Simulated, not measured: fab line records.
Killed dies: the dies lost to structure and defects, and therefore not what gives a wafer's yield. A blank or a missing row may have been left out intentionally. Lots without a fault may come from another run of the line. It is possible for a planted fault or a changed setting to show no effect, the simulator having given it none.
fab line records | flow nandHarc
record: lots: 14 | wafers: 42 | lastDay: 34
route steps=1302 shown A_ONON_D2@545 THIN_TSV@1293 END@1302
lots untouched by any fault: they come from a run of this same line in which no faults occurred
startH: the number of hours between the record's first day and the start of the first shown wafer of the lot | waitH: hours since the lot's step before | " as in the row above | L1.1+2: a row that stands for several wafers | - no value present, or no start provided | * or withheld: withheld | < > ~ a bound
route shown NAME@n: NAME is a module with steps in the file, n the number in the route of the first one | usual: mean/standard deviation taken from wafers without a fault | same: alike in all rows | chamber/n: place in a boat | sites: each site's reading | _std_site: how widely they spread, as a standard deviation | _edge_site: the outer-site mean with the inner-site mean subtracted | radiusMm: for every site, how far away it sits from the centre of the wafer | mask NAME#n: copy n | behind: the most recent tool/chamber to have shaped the wafer | hold: what put the lot on hold/how long, in hours/how the hold closed | device: the n, p or np transistor that did not switch | end of line: the same wafers' tests at the end of the route | a step with no rows: only its recipe | killed: the dies lost at the first sort to structure and to defects; this is not the yield of the wafer | map: dies across one wafer; x = killed, . = not, _ = none there
set.NAME: setting as actually run; set.NAME@STEP: the setting as run at that earlier step | model.NAME: the simulator's own value behind a step, which no gauge read
route steps across a sampled set of lots; one table per step, one row per wafer
services: when a tool's chamber went out of use (startH, in hours from the record's first day, below 0 if earlier), for how many hours, and the reason
== steps ==
step: NHARC_A_ONON_D2_DEP_00
recipe: targetThkA: 10000 | n2FlowSccm: 2750 | n2oFlowSccm: 2000 | nh3FlowSccm: 500 | sih4FlowSccm: 210 | tempC: 400
usual: sih4FlowSccm: 210.0/0.61
lot.wafer | tool         | chamber | startH | waitH | sih4FlowSccm
L503.4    | pecvdOnon-03 | 0       | 280.61 | 0.2   | 209.6
L503.5    | "            | 0       | "      | "     | 210.8
L503.6    | "            | 0       | "      | "     | 209.7
L502.1    | pecvdOnon-02 | 0       | 281.57 | 0.1   | 209.3
L502.2    | "            | 0       | "      | "     | 209.9
L502.4    | "            | 0       | "      | "     | 210.3
L504.3    | pecvdOnon-03 | 0       | 291.30 | 0.2   | 210.4
L504.4    | "            | 0       | "      | "     | 209.5
L504.5    | "            | 0       | "      | "     | 210.2
L505.1    | pecvdOnon-02 | 0       | 301.82 | 0.1   | 209.8
L505.3    | "            | 0       | "      | "     | 209.7
L505.5    | "            | 0       | "      | "     | 209.5
L507.2    | pecvdOnon-02 | 0       | 321.87 | 0.1   | 210.3
L507.4    | "            | 0       | "      | "     | 209.8
L507.6    | "            | 0       | "      | "     | 210.3
L509.1    | pecvdOnon-02 | 0       | 353.70 | 0.1   | 210.5
L509.2    | "            | 0       | "      | "     | 209.6
L509.4    | "            | 0       | "      | "     | 209.6
L508.4    | pecvdOnon-04 | 0       | 354.01 | 0.2   | 210.9
L508.5    | "            | 0       | "      | "     | 211.2
L508.6    | "            | 0       | "      | "     | 210.5
L517.1    | pecvdOnon-03 | 0       | 426.97 | 0.1   | 211.6
L517.2    | "            | 0       | "      | "     | 209.9
L517.4    | "            | 0       | "      | "     | 211.1
L516.2    | pecvdOnon-04 | 0       | 427.15 | 0.1   | 210.4
L516.5    | "            | 0       | "      | "     | 210.2
L516.6    | "            | 0       | "      | "     | 210.4
L519.1    | pecvdOnon-02 | 0       | 435.81 | 0.1   | 210.4
L519.2    | "            | 0       | "      | "     | 209.8
L519.4    | "            | 0       | "      | "     | 209.9
L521.4    | pecvdOnon-02 | 0       | 456.81 | 0.2   | 210.4
L521.5    | "            | 0       | "      | "     | 209.2
L521.6    | "            | 0       | "      | "     | 209.6
L522.3    | pecvdOnon-04 | 0       | 472.99 | 0.2   | 210.5
L522.5    | "            | 0       | "      | "     | 210.0
L522.6    | "            | 0       | "      | "     | 210.0
L523.1    | pecvdOnon-03 | 0       | 503.37 | 0.1   | 210.6
L523.2    | "            | 0       | "      | "     | 211.1
L523.6    | "            | 0       | "      | "     | 210.0
L524.1    | pecvdOnon-03 | 0       | 503.72 | 0.1   | 210.5
L524.2    | "            | 0       | "      | "     | 209.1
L524.6    | "            | 0       | "      | "     | 210.3
step: NHARC_THIN_TSV_DESCUM_35
recipe: timeS: 3 | o2FlowSccm: 200 | arFlowSccm: 0 | biasPowerW: 0 | chemistry: O2
usual: drypumpMotorCurrentA: 5.6/0.54 | oesProductAu: 0.996/0.0087 | rfVppV: 57.7/0.89 | showerheadPlenumPTorr: 1.92/0.075 | throttleValvePct: 11.312/0.0097
lot.wafer | tool       | chamber | startH | waitH | drypumpMotorCurrentA | oesProductAu | rfHoursCounterH | rfVppV | showerheadPlenumPTorr | throttleValvePct
L503.4    | rieDiel-13 | 3       | 567.76 | -     | 5.3                  | 0.989        | 1.7             | 59.4   | 1.97                  | 11.305
L503.5    | "          | 1       | "      | "     | 5.7                  | 0.982        | -               | 58.1   | 1.99                  | 11.310
L503.6    | "          | 2       | "      | "     | 5.1                  | 0.991        | -               | 58.2   | 1.80                  | 11.323
L502.1    | rieDiel-04 | 2       | 569.14 | -     | 5.7                  | 0.989        | 1.2             | 57.6   | 1.87                  | 11.307
L502.4    | "          | 3       | "      | "     | 6.8                  | 0.995        | 1.0             | 58.8   | 1.98                  | 11.315
L502.2    | "          | 1       | "      | "     | 4.9                  | 0.990        | 1.0             | 57.6   | 1.91                  | 11.318
L504.3    | rieDiel-12 | 2       | 577.60 | -     | 5.0                  | 0.987        | 9.0             | 58.3   | 1.82                  | 11.324
L504.5    | "          | 1       | "      | "     | 5.3                  | 0.983        | -               | 57.2   | 1.94                  | 11.324
L504.4    | "          | 2       | "      | "     | 5.0                  | 1.002        | -               | 59.0   | 1.82                  | 11.312
L507.2    | rieDiel-13 | 2       | 599.21 | -     | 5.2                  | 0.992        | 4.4             | 57.6   | 1.80                  | 11.320
L507.4    | "          | 3       | "      | "     | 5.3                  | 0.995        | 4.4             | 58.2   | 1.97                  | 11.335
L507.6    | "          | 2       | "      | "     | 5.1                  | 0.997        | -               | 58.8   | 1.80                  | 11.312
L505.1    | rieDiel-13 | 2       | 602.56 | -     | 5.1                  | 1.000        | 4.4             | 57.1   | 1.80                  | 11.316
L505.3    | "          | 1       | "      | "     | 5.7                  | 0.997        | 4.0             | 57.2   | 1.99                  | 11.323
L505.5    | "          | 3       | "      | "     | 5.3                  | 0.987        | -               | 58.9   | 1.97                  | 11.312
L509.1    | rieDiel-13 | 0       | 627.85 | -     | 6.4                  | 0.987        | 6.0             | 58.3   | 1.84                  | 11.318
L509.4    | "          | 1       | "      | "     | 5.8                  | 0.996        | 5.7             | 56.9   | 1.99                  | 11.315
L509.2    | "          | 2       | "      | "     | 5.2                  | 0.995        | 6.2             | 58.6   | 1.80                  | 11.310
L508.4    | rieDiel-04 | 0       | 629.10 | -     | 5.8                  | 0.987        | 4.8             | 58.5   | 1.90                  | 11.319
L508.5    | "          | 2       | "      | "     | 5.7                  | 1.004        | -               | 56.7   | 1.87                  | 11.335
L508.6    | "          | 3       | "      | "     | 6.8                  | 1.001        | -               | 58.7   | 1.98                  | 11.329
L516.2    | rieDiel-04 | 2       | 700.02 | -     | 5.7                  | 1.006        | 7.1             | 57.1   | 1.87                  | 11.302
L516.5    | "          | 0       | "      | "     | 5.8                  | 1.003        | -               | 58.9   | 1.90                  | 11.314
L516.6    | "          | 1       | "      | "     | 4.9                  | 0.989        | -               | 57.9   | 1.91                  | 11.321
L519.2    | rieDiel-04 | 3       | 701.15 | -     | 6.8                  | 1.007        | 6.3             | 58.8   | 1.98                  | 11.310
L519.1    | "          | 0       | "      | "     | 5.8                  | 0.993        | 7.1             | 58.5   | 1.90                  | 11.311
L519.4    | "          | 1       | "      | "     | 4.9                  | 0.999        | 6.3             | 58.9   | 1.91                  | 11.302
L517.4    | rieDiel-04 | 2       | 702.42 | -     | 5.7                  | 0.999        | 7.1             | 56.6   | 1.87                  | 11.312
L517.1    | "          | 0       | "      | "     | 5.8                  | 0.992        | 7.1             | 58.3   | 1.90                  | 11.316
L517.2    | "          | 1       | "      | "     | 4.9                  | 1.005        | 6.3             | 58.2   | 1.91                  | 11.310
L521.4    | rieDiel-13 | 3       | 734.83 | -     | 5.3                  | 0.990        | 1.8             | 58.7   | 1.97                  | 11.305
L521.5    | "          | 0       | "      | "     | 6.4                  | 0.997        | -               | 56.9   | 1.84                  | 11.310
L521.6    | "          | 1       | "      | "     | 5.8                  | 0.987        | -               | 57.1   | 1.99                  | 11.314
L522.3    | rieDiel-12 | 3       | 763.62 | -     | 5.5                  | 0.995        | 9.3             | 59.0   | 2.05                  | 11.327
L522.5    | "          | 0       | "      | "     | 5.1                  | 0.991        | -               | 56.2   | 1.94                  | 11.316
L522.6    | "          | 1       | "      | "     | 5.3                  | 1.002        | -               | 58.6   | 1.94                  | 11.329
L524.2    | rieDiel-13 | 3       | 782.00 | -     | 5.3                  | 1.000        | 3.2             | 58.2   | 1.97                  | 11.319
L524.1    | "          | 2       | "      | "     | 5.2                  | 0.995        | 3.8             | 54.8   | 1.80                  | 11.326
L524.6    | "          | 3       | "      | "     | 5.3                  | 0.998        | -               | 58.2   | 1.97                  | 11.309
L523.1    | rieDiel-13 | 3       | 791.37 | -     | 5.3                  | 1.000        | 3.9             | 56.7   | 1.97                  | 11.313
L523.2    | "          | 0       | "      | "     | 6.4                  | 1.010        | 4.2             | 56.7   | 1.84                  | 11.291
L523.6    | "          | 3       | "      | "     | 5.3                  | 0.996        | -               | 58.1   | 1.97                  | 11.306
step: NHARC_THIN_TSV_CD_MEAS_37
usual: cdNm: 5000/3.2
lot.wafer | tool     | chamber | startH | waitH | cdNm
L503.4    | cdSem-02 | -       | 569.02 | -     | 5001
L503.5    | "        | -       | "      | "     | 5000
L503.6    | "        | -       | "      | "     | 4997
L502.1    | cdSem-02 | -       | 570.42 | -     | 5002
L502.2    | "        | -       | "      | "     | 5003
L502.4    | "        | -       | "      | "     | 5003
L504.3    | cdSem-02 | -       | 578.89 | -     | 5000
L504.4    | "        | -       | "      | "     | 5001
L504.5    | "        | -       | "      | "     | 5000
L507.2    | cdSem-01 | -       | 600.48 | -     | 5005
L507.4    | "        | -       | "      | "     | 5004
L507.6    | "        | -       | "      | "     | 5004
L505.1    | cdSem-01 | -       | 603.85 | -     | 4999
L505.3    | "        | -       | "      | "     | 5004
L505.5    | "        | -       | "      | "     | 5005
L509.1    | cdSem-03 | -       | 629.16 | -     | 4994
L509.2    | "        | -       | "      | "     | 4997
L509.4    | "        | -       | "      | "     | 5001
L508.4    | cdSem-02 | -       | 630.36 | -     | 5002
L508.5    | "        | -       | "      | "     | 5000
L508.6    | "        | -       | "      | "     | 4996
L516.2    | cdSem-01 | -       | 701.55 | -     | 4997
L516.5    | "        | -       | "      | "     | 4999
L516.6    | "        | -       | "      | "     | 4999
L519.1    | cdSem-02 | -       | 702.43 | -     | 4995
L519.2    | "        | -       | "      | "     | 4997
L519.4    | "        | -       | "      | "     | 4996
L517.1    | cdSem-01 | -       | 703.95 | -     | 4998
L517.2    | "        | -       | "      | "     | 5002
L517.4    | "        | -       | "      | "     | 5005
L521.4    | cdSem-01 | -       | 736.33 | -     | 4994
L521.5    | "        | -       | "      | "     | 4995
L521.6    | "        | -       | "      | "     | 4998
L522.3    | cdSem-03 | -       | 764.87 | -     | 4991
L522.5    | "        | -       | "      | "     | 4998
L522.6    | "        | -       | "      | "     | 4998
L524.1    | cdSem-03 | -       | 783.56 | -     | 5003
L524.2    | "        | -       | "      | "     | 5003
L524.6    | "        | -       | "      | "     | 5003
L523.1    | cdSem-03 | -       | 792.67 | -     | 5005
L523.2    | "        | -       | "      | "     | 5003
L523.6    | "        | -       | "      | "     | 5002
step: NHARC_END_SORT_01
recipe: tempC: 25
usual: killedAtArray: 57/17 | killedAtOther: 0.5/0.82 | killedAtPeriphery: 4.0/2.8 | killedDies: 61/18 | killedOpen: 2.9/2 | killedShort: 2.3/1.7
same: grossDies: 677
lot.wafer | tool      | chamber | startH | waitH | killedAtArray | killedAtOther | killedAtPeriphery | killedDies | killedOpen | killedShort
L516.2    | prober-02 | 0       | 710.94 | 2.8   | 31            | 0             | 4                 | 35         | 5          | 3
L516.5    | prober-02 | 0       | 713.32 | 3.7   | 37            | 0             | 1                 | 38         | 1          | 0
L516.6    | prober-02 | 0       | 714.12 | 4.0   | 47            | 0             | 4                 | 51         | 0          | 3
L519.1    | prober-02 | 0       | 717.91 | 2.5   | 117           | 0             | 9                 | 126        | 5          | 1
L519.2    | prober-02 | 0       | 718.70 | 2.8   | 130           | 0             | 5                 | 135        | 0          | 0
L519.4    | prober-02 | 0       | 720.29 | 3.4   | 139           | 0             | 3                 | 142        | 0          | 0
L521.4    | prober-02 | 0       | 746.37 | 3.4   | 123           | 4             | 2                 | 129        | 4          | 1
L521.5    | prober-02 | 0       | 747.18 | 3.8   | 126           | 0             | 8                 | 134        | 4          | 0
L521.6    | prober-02 | 0       | 748.00 | 4.1   | 99            | 1             | 4                 | 104        | 3          | 2
killed by level:class
L516.2 A_CHANNEL_HOLE_D1:chamberFilmFlake=16 A_M0:chamberFilmFlake=3 A_STAIRCASE:chamberFilmFlake=2 A_SLIT:chamberFilmFlake=2 P_GATE:geometricParticle:short=1 P_CONTACT:geometricParticle:open=1 A_CHANNEL_FILL_D1:geometricParticle:short=1 A_DECK1_JOINT:geometricParticle:open=1
L516.5 A_CHANNEL_HOLE_D1:chamberFilmFlake=19 A_M0:chamberFilmFlake=6 A_CHANNEL_FILL_D1:chamberFilmFlake=3 A_STAIRCASE:chamberFilmFlake=3 A_CONTACT:chamberFilmFlake=3 A_BLC:geometricParticle:open=1 P_M1:chamberFilmFlake=1 A_ZERO_WELL:chamberFilmFlake=1
L516.6 A_CHANNEL_HOLE_D1:chamberFilmFlake=33 A_SLIT:chamberFilmFlake=3 A_ONON_D2:geometricParticle:short=2 P_STI:chamberFilmFlake=2 A_STAIRCASE:chamberFilmFlake=2 A_M1:geometricParticle:short=1 P_GATE:chamberFilmFlake=1 P_M1:chamberFilmFlake=1
L519.1 A_ONON_D2:unspecified=47 A_SLIT:chamberFilmFlake=26 A_CHANNEL_HOLE_D2:chamberFilmFlake=21 A_CHANNEL_HOLE_D1:chamberFilmFlake=14 A_CONTACT:chamberFilmFlake=4 P_GATE:chamberFilmFlake=3 P_M1:chamberFilmFlake=3 P_GATE:geometricParticle:open=1
L519.2 A_ONON_D2:unspecified=44 A_CHANNEL_HOLE_D1:chamberFilmFlake=33 A_SLIT:chamberFilmFlake=32 A_CHANNEL_HOLE_D2:chamberFilmFlake=15 P_GATE:chamberFilmFlake=3 A_CONTACT:chamberFilmFlake=3 P_M1:chamberFilmFlake=2 A_CHANNEL_FILL_D1:chamberFilmFlake=1
L519.4 A_ONON_D2:unspecified=43 A_CHANNEL_HOLE_D1:chamberFilmFlake=34 A_SLIT:chamberFilmFlake=32 A_CHANNEL_HOLE_D2:chamberFilmFlake=22 A_CONTACT:chamberFilmFlake=5 P_GATE:chamberFilmFlake=3 A_STAIRCASE:chamberFilmFlake=2 A_CHANNEL_FILL_D2:chamberFilmFlake=1
L521.4 A_ONON_D2:unspecified=46 A_CHANNEL_HOLE_D1:chamberFilmFlake=34 A_SLIT:chamberFilmFlake=31 A_STAIRCASE:chamberFilmFlake=4 THIN_TSV:chamberFilmFlake=4 A_CONTACT:chamberFilmFlake=3 P_M2:chamberFilmFlake=2 A_ONON_D1:geometricParticle:open=1
L521.5 A_ONON_D2:unspecified=49 A_CHANNEL_HOLE_D1:chamberFilmFlake=36 A_SLIT:chamberFilmFlake=33 P_M2:chamberFilmFlake=7 A_STAIRCASE:chamberFilmFlake=4 P_GATE:geometricParticle:open=1 A_CHANNEL_FILL_D2:geometricParticle:open=1 A_BLC:geometricParticle:open=1
L521.6 A_ONON_D2:unspecified=48 A_SLIT:chamberFilmFlake=24 A_CHANNEL_HOLE_D1:chamberFilmFlake=15 A_CONTACT:chamberFilmFlake=6 A_CHANNEL_HOLE_D2:chamberFilmFlake=2 P_M0:geometricParticle:short=1 P_M1:geometricParticle:short=1 A_CHANNEL_HOLE_D1:geometricParticle:open=1
== services ==
tool         | chamber | startH | hours | kind
rieDiel-13   | 1       | 258.98 | 5.0   | repair
pecvdOnon-03 | -       | 308.22 | 5.0   | repair
rieDiel-13   | -       | 342.00 | 9.0   | pm
rieDiel-04   | -       | 354.90 | 9.0   | pm
pecvdOnon-02 | -       | 366.00 | 13.0  | pm
rieDiel-04   | 2       | 369.09 | 16.2  | repair
pecvdOnon-03 | -       | 408.00 | 13.0  | pm
rieDiel-04   | 1       | 430.13 | 2.9   | repair
rieDiel-04   | 1       | 435.31 | 17.9  | repair
rieDiel-13   | 0       | 448.59 | 13.3  | repair
rieDiel-04   | 3       | 511.16 | 4.5   | repair
rieDiel-13   | -       | 519.00 | 9.0   | pm
rieDiel-04   | 2       | 526.47 | 6.6   | repair
rieDiel-04   | -       | 531.90 | 9.0   | pm
pecvdOnon-02 | -       | 547.00 | 13.0  | pm
pecvdOnon-03 | -       | 589.00 | 13.0  | pm
rieDiel-04   | 3       | 608.83 | 6.3   | repair
rieDiel-13   | 1       | 615.49 | 1.7   | repair
rieDiel-04   | 1       | 694.28 | 2.6   | repair
rieDiel-13   | -       | 696.00 | 9.0   | pm
rieDiel-04   | -       | 708.90 | 9.0   | pm
pecvdOnon-02 | -       | 728.00 | 13.0  | pm
pecvdOnon-03 | -       | 728.49 | 3.1   | repair
rieDiel-04   | 2       | 742.29 | 6.2   | repair
== key ==
firstSign: step: NHARC_END_SORT_01 | reading: killedDies | direction: up | sigmas: 3.8 | usual: 61 | struck: 128
effect: step: NHARC_END_SORT_01 | reading: killedAtArray | direction: up | sigmas: 3.8 | usual: 57 | struck: 122
moreKillsBornAt: NHARC_A_ONON_D2_DEP_00@pecvdOnon-02: 277
metAt NHARC_A_ONON_D2_DEP_00
struckLots L519,L521
testerLeftOut L519,L521
notActingAt NHARC_THIN_TSV_DESCUM_35,NHARC_THIN_TSV_CD_MEAS_37
onsetBetween 353.70 435.81
fault: kind: chamberParticleSource | tool: pecvdOnon-02 | chamber: - | onsetH: 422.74 | steps: NHARC_A_ONON_D2_DEP_00 | ratePerVisitCm2: 0.64723 | endH: 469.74
testerLeftOut: of these lots the tester's yield and bins aren't shown, on N5 and GAA mostly nor the transistor test; their killed dies are dies lost to structure and defects alone, not to doping, threshold or leakage, so they don't give the yield
